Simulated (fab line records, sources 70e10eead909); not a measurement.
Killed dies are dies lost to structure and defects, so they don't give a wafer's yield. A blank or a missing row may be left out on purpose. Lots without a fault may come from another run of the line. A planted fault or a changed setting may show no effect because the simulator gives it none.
fab line records | flow nand_harc
record lots=14 wafers=40 last_day=24
route steps=1159 shown A_ZERO_WELL@403 A_ONON_D1@425 END@1159
lots that met no fault: from a run of the same line without faults
start_h: hours from the record's first day to the start of the lot's first wafer shown | wait_h: hours since the lot's step before | " the same as in the row above | L1.1+2: a row that stands for several wafers | - no value, or no start given | * or withheld: withheld | < > ~ a bound
route shown NAME@n: a module of which the file shows steps, and the number in the route of the first | usual: mean/standard deviation of fault-free wafers | same: alike in all rows | chamber/n: place in a boat | sites: the reading at each site | _std_site: their standard deviation | _edge_site: outer sites' mean less inner sites' | radius_mm: how far each site lies from the wafer's centre | mask NAME#n: copy n | behind: the tool/chamber that last shaped the wafer | hold: why the lot was held/for how many hours/how that ended | device: the transistor (n, p or np) that didn't switch | end of line: the same wafers' tests at the end of the route | a step without rows: its recipe alone | killed: dies lost to structure and defects at the first sort, not the wafer's yield | map: a wafer's dies, x killed, . not, _ none there
set.NAME: the setting as run; set.NAME@STEP: as run at that earlier step | model.NAME: the simulator's own value behind a step, which no gauge read
steps of the route over a sample of lots; a table a step, a row a wafer
services: from which hour (start_h, from the record's first day; less than 0 if before it) a tool's chamber was out of use, for how many hours, and why
## steps
# step NHARC_A_ZERO_WELL_DESCUM_12
# recipe time_s=3 o2_flow_sccm=200 ar_flow_sccm=0 bias_power_w=0 chemistry=O2
# usual drypump_motor_current_A=5.7/0.43 oes_product_au=0.996/0.011 rf_vpp_V=57.8/0.85 showerhead_plenum_p_Torr=1.91/0.071 throttle_valve_pct=11.311/0.0093
# columns lot.wafer tool chamber start_h wait_h drypump_motor_current_A oes_product_au rf_hours_counter_h rf_vpp_V showerhead_plenum_p_Torr throttle_valve_pct
L892.4 rie_diel-05 1 127.71 - 5.1 1.003 9 57.7 1.97 11.325
L892.1 " 2 " " 6.5 0.999 9 58.5 1.85 11.316
L892.5 " 1 " " 5.1 0.994 - 57.5 1.97 11.309
L895.4 rie_diel-07 3 152.59 - 5.4 1.001 5 59.3 1.97 11.300
L895.5 " 3 " " 5.4 1.009 - 58.5 1.97 11.284
L895.6 " 0 " " 6.4 1.022 - 59.5 1.92 11.307
L894.4 rie_diel-07 2 152.83 - 5.8 1.008 5 57.3 1.99 11.308
L894.3 " 0 " " 6.4 1.019 6 56.0 1.92 11.318
L894.5 " 2 " " 5.8 0.994 - 58.4 1.99 11.319
L896.1 rie_diel-05 0 155.64 - 5.3 1.007 11 59.1 1.94 11.315
L896.2 " 2 " " 6.4 0.997 11 58.1 1.85 11.310
L896.6 " 1 " " 5.2 0.992 - 56.9 1.97 11.306
L893.4 rie_diel-01 0 156.13 - 5.6 0.978 1 57.6 1.87 11.323
L893.2 " 1 " " 5.3 1.000 1 58.0 1.83 11.314
L893.6 " 1 " " 5.3 0.998 - 56.3 1.83 11.303
L897.2 rie_diel-01 3 171.56 - 6.2 0.985 3 57.2 1.95 11.296
L897.4 " 0 " " 5.6 0.996 3 58.3 1.87 11.311
L897.6 " 2 " " 5.6 0.986 - 56.7 1.80 11.308
L900.1 rie_diel-07 2 179.04 - 5.8 0.991 7 57.5 1.99 11.324
L900.6 " 1 " " 5.4 0.998 - 57.9 2.02 11.305
L903.3 rie_diel-01 2 218.96 - 5.6 0.996 9 56.5 1.80 11.306
L903.1 " 0 " " 5.6 0.990 9 57.5 1.87 11.306
L906.3 rie_diel-01 3 224.89 - 6.3 0.982 9 58.4 1.95 11.329
L906.4 " 2 " " 5.6 0.996 10 56.6 1.80 11.304
L906.6 " 3 " " 6.3 0.984 - 59.2 1.95 11.314
L907.1 rie_diel-01 2 225.52 - 5.6 1.001 10 56.8 1.80 11.305
L907.5 " 0 " " 5.6 0.994 - 56.6 1.87 11.332
L907.6 " 1 " " 5.4 1.015 - 56.9 1.82 11.313
L909.3 rie_diel-01 3 232.71 - 6.2 0.987 11 58.0 1.95 11.307
L909.6 " 3 " " 6.2 0.986 - 56.9 1.95 11.297
L909.5 " 0 " " 5.6 0.984 - 58.2 1.87 11.311
L910.3 rie_diel-01 1 242.42 - 5.3 1.009 11 57.7 1.82 11.313
L910.4 " 2 " " 5.6 1.001 12 57.3 1.80 11.299
L910.1 " 0 " " 5.6 0.989 12 56.4 1.87 11.324
L913.2 rie_diel-05 2 259.94 - 6.4 0.991 7 56.9 1.85 11.320
L913.4 " 3 " " 5.9 1.019 6 59.1 2.00 11.312
L913.6 " 3 " " 5.9 1.002 - 57.7 2.00 11.305
L915.2 rie_diel-05 1 285.81 - 5.1 0.990 8 58.4 1.97 11.309
L915.1 " 3 " " 5.9 1.005 7 59.5 2.00 11.309
L915.3 " 0 " " 5.4 0.975 8 58.8 1.93 11.333
# step NHARC_A_ONON_D1_THK_MEAS_02
# recipe thk_meas_gauge=ellipsometry
# usual thk_nm=999/11
# columns lot.wafer tool chamber start_h wait_h thk_nm
L892.1 film_metro-01 - 150.06 - 1003
L892.4 " - " " 1003
L892.5 " - " " 1002
L896.1 film_metro-02 - 174.95 - 1012
L896.2 " - " " 1013
L896.6 " - " " 1014
L894.3 film_metro-01 - 174.95 - 1000
L894.4 " - " " 1001
L894.5 " - " " 1002
L895.4 film_metro-02 - 174.99 - 999
L895.5 " - " " 999
L895.6 " - " " 996
L893.2 film_metro-01 - 178.72 - 994
L893.4 " - " " 991
L893.6 " - " " 991
L897.2 film_metro-01 - 194.63 - 996
L897.4 " - " " 999
L897.6 " - " " 994
L900.1 film_metro-02 - 201.50 - 1013
L900.6 " - " " 1015
L903.1 film_metro-02 - 242.08 - 1012
L903.3 " - " " 1013
L907.1 film_metro-02 - 247.15 - 1018
L907.5 " - " " 1016
L907.6 " - " " 1016
L906.3 film_metro-01 - 247.15 - 994
L906.4 " - " " 993
L906.6 " - " " 993
L909.3 film_metro-02 - 254.44 - 980
L909.5 " - " " 979
L909.6 " - " " 980
L910.1 film_metro-02 - 264.21 - 997
L910.3 " - " " 996
L910.4 " - " " 995
L913.2 film_metro-01 - 281.51 - 994
L913.4 " - " " 993
L913.6 " - " " 993
L915.1 film_metro-02 - 309.18 - 1012
L915.2 " - " " 1012
L915.3 " - " " 1013
# step NHARC_A_ONON_D1_THK_MEAS_21
# recipe thk_meas_gauge=ellipsometry
# usual thk_nm=999/9.3
# columns lot.wafer tool chamber start_h wait_h thk_nm
L892.1 film_metro-02 - 163.71 - 987
L892.4 " - " " 987
L892.5 " - " " 989
L894.3 film_metro-02 - 188.72 - 996
L894.4 " - " " 997
L894.5 " - " " 995
L893.2 film_metro-02 - 188.73 - 1006
L893.4 " - " " 1005
L893.6 " - " " 1007
L895.4 film_metro-01 - 188.86 - 1008
L895.5 " - " " 1007
L895.6 " - " " 1009
L896.1 film_metro-01 - 189.07 - 998
L896.2 " - " " 998
L896.6 " - " " 1000
L897.2 film_metro-01 - 204.91 - 990
L897.4 " - " " 994
L897.6 " - " " 992
L900.1 film_metro-02 - 211.41 - 992
L900.6 " - " " 993
L903.1 film_metro-01 - 255.71 - 996
L903.3 " - " " 996
L907.1 film_metro-02 - 255.92 - 991
L907.5 " - " " 989
L907.6 " - " " 992
L906.3 film_metro-02 - 256.06 - 1009
L906.4 " - " " 1006
L906.6 " - " " 1007
L909.3 film_metro-01 - 264.43 - 991
L909.5 " - " " 990
L909.6 " - " " 988
L910.1 film_metro-02 - 275.22 - 1000
L910.3 " - " " 1000
L910.4 " - " " 1000
L913.2 film_metro-02 - 292.45 - 1006
L913.4 " - " " 1003
L913.6 " - " " 1006
L915.1 film_metro-01 - 319.11 - 1011
L915.2 " - " " 1009
L915.3 " - " " 1010
# step NHARC_A_ONON_D1_DEP_22
# recipe target_thk_a=10000 n2_flow_sccm=2750 n2o_flow_sccm=2000 nh3_flow_sccm=500 sih4_flow_sccm=210 temp_c=400
# columns lot.wafer tool chamber start_h wait_h
L892.1+4+5 pecvd_onon-02 0 163.76 0.1
L893.2+4+6 pecvd_onon-04 0 188.84 0.1
L894.3+4+5 pecvd_onon-01 0 188.89 0.2
L895.4+5+6 pecvd_onon-02 0 189.09 0.2
L896.1+2+6 pecvd_onon-01 0 189.13 0.1
L897.2+4+6 pecvd_onon-04 0 205.03 0.1
L900.1+6 pecvd_onon-04 0 211.47 0.1
L903.1+3 pecvd_onon-04 0 255.76 0.1
L907.1+5+6 pecvd_onon-02 0 255.98 0.1
L906.3+4+6 pecvd_onon-04 0 256.23 0.2
L909.3+5+6 pecvd_onon-02 0 264.60 0.2
L910.1+3+4 pecvd_onon-01 0 275.28 0.1
L913.2+4+6 pecvd_onon-01 0 292.56 0.1
L915.1+2+3 pecvd_onon-01 0 319.17 0.1
# step NHARC_A_ONON_D1_THK_MEAS_24
# recipe thk_meas_gauge=ellipsometry
# usual thk_nm=999/11
# columns lot.wafer tool chamber start_h wait_h thk_nm
L892.1 film_metro-02 - 164.28 - 988
L892.4 " - " " 989
L892.5 " - " " 987
L894.3 film_metro-02 - 189.29 - 1005
L894.4 " - " " 1004
L894.5 " - " " 1003
L893.2 film_metro-01 - 189.29 - 1005
L893.4 " - " " 1005
L893.6 " - " " 1005
L895.4 film_metro-02 - 189.43 - 1014
L895.5 " - " " 1013
L895.6 " - " " 1014
L896.1 film_metro-01 - 189.63 - 1019
L896.2 " - " " 1018
L896.6 " - " " 1017
L897.2 film_metro-01 - 205.48 - 1008
L897.4 " - " " 1011
L897.6 " - " " 1008
L900.1 film_metro-02 - 211.98 - 305
L900.6 " - " " 1002
L903.1 film_metro-02 - 256.28 - 314
L903.3 " - " " 1014
L907.1 film_metro-01 - 256.48 - 989
L907.5 " - " " 989
L907.6 " - " " 990
L906.3 film_metro-01 - 256.63 - 991
L906.4 " - " " 291
L906.6 " - " " 990
L909.3 film_metro-02 - 265.00 - 992
L909.5 " - " " 994
L909.6 " - " " 994
L910.1 film_metro-01 - 275.79 - 1007
L910.3 " - " " 1006
L910.4 " - " " 1006
L913.2 film_metro-01 - 293.01 - 980
L913.4 " - " " 983
L913.6 " - " " 984
L915.1 film_metro-01 - 319.68 - 996
L915.2 " - " " 996
L915.3 " - " " 996
# step NHARC_END_SORT_01
# recipe temp_c=25
# usual killed_at_array=29/9.4 killed_at_other=0.7/1.3 killed_at_periphery=2.9/2.1 killed_dies=32/9 killed_open=3.3/1.8 killed_short=1.9/1.4
# same gross_dies=677
# columns lot.wafer tool chamber start_h wait_h killed_at_array killed_at_other killed_at_periphery killed_dies killed_open killed_short
L900.1 prober-02 0 495.48 2.5 672 1 4 677 4 4
L900.6 prober-02 0 499.43 3.9 34 0 1 35 2 1
L903.1 prober-02 0 519.52 2.4 676 0 1 677 4 2
L903.3 prober-02 0 521.12 3.1 40 0 1 41 2 1
L907.1 prober-01 0 537.23 2.5 20 6 4 30 6 3
L907.5 prober-01 0 540.42 3.7 19 7 3 29 4 2
L907.6 prober-01 0 541.22 4.0 15 4 1 20 3 1
L909.3 prober-02 0 549.57 3.1 25 0 6 31 2 3
L909.5 prober-02 0 551.14 3.6 33 2 2 37 3 5
L909.6 prober-02 0 551.92 3.9 22 2 1 25 3 1
L906.3 prober-02 0 557.34 3.1 37 0 3 40 2 3
L906.4 prober-02 0 558.14 3.4 677 0 0 677 0 1
L906.6 prober-02 0 559.73 4.0 48 2 1 51 4 1
# killed by level:class
L900.1 A_ONON_D1:area_dep=645 A_CHANNEL_HOLE_D1:chamber_film_flake=14 A_STAIRCASE:chamber_film_flake=4 P_ZERO_WELL:chamber_film_flake=2 A_CONTACT:chamber_film_flake=2 P_M0:geometric_particle:open=1 P_M0:geometric_particle:short=1 A_SGD_CUT:geometric_particle:short=1
L900.6 A_CHANNEL_HOLE_D1:chamber_film_flake=23 A_STAIRCASE:chamber_film_flake=6 A_CONTACT:chamber_film_flake=3 P_CONTACT:geometric_particle:open=1 A_CONTACT:geometric_particle:short=1 A_BLC:geometric_particle:open=1
L903.1 A_ONON_D1:area_dep=636 A_CHANNEL_HOLE_D1:chamber_film_flake=15 A_SLIT:chamber_film_flake=15 A_CHANNEL_FILL_D1:chamber_film_flake=3 A_CHANNEL_FILL_D1:geometric_particle:open=2 A_WL_FILL:chamber_film_flake=2 P_GATE:geometric_particle:open=1 A_CHANNEL_FILL_D1:geometric_particle:short=1
L903.3 A_CHANNEL_HOLE_D1:chamber_film_flake=18 A_SLIT:chamber_film_flake=16 A_WL_FILL:chamber_film_flake=2 P_M2:geometric_particle:short=1 A_ONON_D1:geometric_particle:open=1 A_CHANNEL_FILL_D1:geometric_particle:open=1 A_CHANNEL_FILL_D1:chamber_film_flake=1 A_CONTACT:chamber_film_flake=1
L907.1 A_CHANNEL_HOLE_D1:chamber_film_flake=9 THIN_TSV:chamber_film_flake=6 A_SGD_CUT:geometric_particle:short=2 A_M1:geometric_particle:open=2 A_STAIRCASE:chamber_film_flake=2 P_GATE:geometric_particle:open=1 P_M1:geometric_particle:open=1 A_CHANNEL_HOLE_D1:geometric_particle:short=1
L907.5 THIN_TSV:chamber_film_flake=7 A_CHANNEL_HOLE_D1:chamber_film_flake=6 A_CONTACT:chamber_film_flake=3 A_STAIRCASE:chamber_film_flake=2 A_WL_FILL:chamber_film_flake=2 P_M0:geometric_particle:open=1 A_CHANNEL_HOLE_D1:geometric_particle:open=1 A_CHANNEL_FILL_D1:geometric_particle:short=1
L907.6 A_CONTACT:chamber_film_flake=5 THIN_TSV:chamber_film_flake=4 A_CHANNEL_HOLE_D1:chamber_film_flake=3 A_WL_FILL:chamber_film_flake=2 A_CHANNEL_FILL_D1:geometric_particle:open=1 A_SGD_CUT:geometric_particle:short=1 A_CONTACT:geometric_particle:open=1 A_M1:geometric_particle:open=1
L909.3 A_CHANNEL_HOLE_D1:chamber_film_flake=20 P_GATE:chamber_film_flake=2 A_CONTACT:chamber_film_flake=2 P_GATE:geometric_particle:short=1 P_CONTACT:geometric_particle:open=1 P_M1:geometric_particle:open=1 A_CHANNEL_FILL_D1:geometric_particle:short=1 A_M0:geometric_particle:short=1
L909.5 A_CHANNEL_HOLE_D1:chamber_film_flake=22 A_CONTACT:chamber_film_flake=3 A_CHANNEL_FILL_D1:geometric_particle:short=2 THIN_TSV:chamber_film_flake=2 P_GATE:geometric_particle:short=1 P_GATE:geometric_particle:open=1 A_ONON_D1:geometric_particle:short=1 A_CHANNEL_FILL_D1:geometric_particle:open=1
L909.6 A_CHANNEL_HOLE_D1:chamber_film_flake=12 A_CHANNEL_FILL_D1:chamber_film_flake=3 A_CONTACT:chamber_film_flake=2 THIN_TSV:chamber_film_flake=2 A_SOURCE_PLATE:geometric_particle:short=1 A_CHANNEL_FILL_D1:geometric_particle:open=1 A_BLC:geometric_particle:open=1 A_M0:geometric_particle:open=1
L906.3 A_CHANNEL_HOLE_D1:chamber_film_flake=16 A_SLIT:chamber_film_flake=13 A_CONTACT:chamber_film_flake=5 P_CONTACT:geometric_particle:open=1 P_M0:geometric_particle:open=1 P_M2:geometric_particle:short=1 A_CHANNEL_FILL_D1:geometric_particle:short=1 A_WL_FILL:geometric_particle:short=1
L906.4 A_ONON_D1:area_dep=637 A_SLIT:chamber_film_flake=21 A_CHANNEL_HOLE_D1:chamber_film_flake=14 A_CONTACT:chamber_film_flake=3 A_SGD_CUT:geometric_particle:short=1 A_BLC:chamber_film_flake=1
L906.6 A_SLIT:chamber_film_flake=20 A_CHANNEL_HOLE_D1:chamber_film_flake=17 A_CONTACT:chamber_film_flake=4 A_CONTACT:geometric_particle:open=2 THIN_TSV:chamber_film_flake=2 A_CHANNEL_FILL_D1:geometric_particle:open=1 A_CONTACT:geometric_particle:short=1 A_M0:geometric_particle:open=1
## services
# columns tool chamber start_h hours kind
rie_diel-01 2 107.03 8.3 repair
pecvd_onon-02 - 111.33 13.0 pm
rie_diel-01 3 112.45 4.6 repair
rie_diel-01 1 114.51 2.2 repair
rie_diel-01 0 117.10 - clean
rie_diel-01 1 117.10 - clean
rie_diel-01 2 117.10 - clean
rie_diel-01 - 137.80 9.0 pm
rie_diel-05 2 146.92 5.3 repair
rie_diel-05 - 163.60 9.0 pm
rie_diel-01 - 183.09 0.4 repair
pecvd_onon-01 - 195.04 13.0 pm
rie_diel-01 1 205.92 7.1 repair
rie_diel-07 0 220.31 14.3 repair
rie_diel-05 3 223.78 5.4 repair
rie_diel-07 - 228.20 9.0 pm
pecvd_onon-04 - 237.00 13.0 pm
rie_diel-05 2 262.83 8.4 repair
rie_diel-05 3 277.07 8.3 repair
rie_diel-07 0 287.54 5.7 repair
pecvd_onon-02 - 292.33 13.0 pm
rie_diel-07 2 301.94 2.4 repair
rie_diel-05 2 313.88 9.6 repair
rie_diel-01 - 314.80 9.0 pm
## key
first_sign step=NHARC_A_ONON_D1_THK_MEAS_24 reading=thk_nm direction=down sigmas=62 usual=999 struck=303
effect step=NHARC_END_SORT_01 reading=killed_dies direction=up sigmas=72 usual=32 struck=677
more_kills_born_at NHARC_A_ONON_D1_DEP_22@pecvd_onon-04=1918
met_at NHARC_A_ONON_D1_DEP_22
struck_lots L900,L903,L906
struck_wafers L900.1,L903.1,L906.4
later_rows_left_out L900.1,L903.1,L906.4
tester_left_out L900,L903,L906
not_acting_at NHARC_A_ZERO_WELL_DESCUM_12,NHARC_A_ONON_D1_THK_MEAS_02,NHARC_A_ONON_D1_THK_MEAS_21
onset_between 205.03 211.47
fault kind=process_parameter_drift tool=pecvd_onon-04 chamber=- onset_h=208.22 steps=NHARC_A_ONON_D1_DEP_22 channel=target_thk_a offset=* shape=step end_h=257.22 scope=struck_wafers_only acts_in=* stated=*
# tester_left_out: of these lots the tester's yield and bins aren't shown, on N5 and GAA mostly nor the transistor test; their killed dies are dies lost to structure and defects alone, not to doping, threshold or leakage, so they don't give the yield
# later_rows_left_out: the simulator's readings of these wafers behind a module that went badly wrong aren't trusted and aren't shown, but for the sort
